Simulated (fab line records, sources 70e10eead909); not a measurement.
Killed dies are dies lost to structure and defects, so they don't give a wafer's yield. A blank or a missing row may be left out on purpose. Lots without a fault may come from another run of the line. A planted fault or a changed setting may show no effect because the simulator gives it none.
Which tool did it? | flow nand_harc | 6 lots, 18 wafers sampled, at 2 steps of a route of 1302

WHAT THE GAUGES READ, wafer by wafer
NHARC_A_SOURCE_PLATE_INSPECT_08.
lot  | measured     | on                | raw_defect_count
L857 | day 8 13:42  | defect_inspect-01 | 44 53 52
L859 | day 8 22:17  | defect_inspect-02 | 30 28 36
L867 | day 12 06:36 | defect_inspect-01 | 67 42 47
L873 | day 14 21:32 | defect_inspect-01 | 40 46 49
L876 | day 16 04:26 | defect_inspect-01 | 76 70 64
L877 | day 16 19:34 | defect_inspect-02 | 42 41 45

WHICH TOOL RAN EACH LOT (tool, then ch and the chambers of the sampled wafers, then the start)
lot  | NHARC_P_BONDPAD_CMP_19
L857 | cmp-03 ch 0,1,2, day 7 15:09
L859 | cmp-01 ch 1,2,3, day 7 23:31
L867 | cmp-02 ch 1,2,3, day 11 06:58
L873 | cmp-01 ch 1,2,3, day 13 19:49
L876 | cmp-02 ch 0,1,2, day 15 05:12
L877 | cmp-01 ch 1,2, day 15 19:54
- NHARC_P_BONDPAD_CMP_19: polishes, t overpolish 30 s, cu recess touch 16 s, target thk 160.81 nm.

THE ANSWER, worked out from the rows above alone
Rule: what is usual is taken from the lots themselves. Put in order of their means at a reading, lots are off if they are a third of the lots or fewer, leave a main group of 4 or more, and stand apart from it by a gap of 3 or more times the standard deviation of the main group's means; of several such gaps the widest counts. A main group whose means are all the same, to the digits that the tables above print for the reading, isn't used. A lot without any number at a reading at which 4 lots or more have one is off too. The other lots that the step has rows for count as sound.
No lot is off at any reading shown: from this, nothing can be told.

WHAT THE SIMULATOR HAD PUT IN
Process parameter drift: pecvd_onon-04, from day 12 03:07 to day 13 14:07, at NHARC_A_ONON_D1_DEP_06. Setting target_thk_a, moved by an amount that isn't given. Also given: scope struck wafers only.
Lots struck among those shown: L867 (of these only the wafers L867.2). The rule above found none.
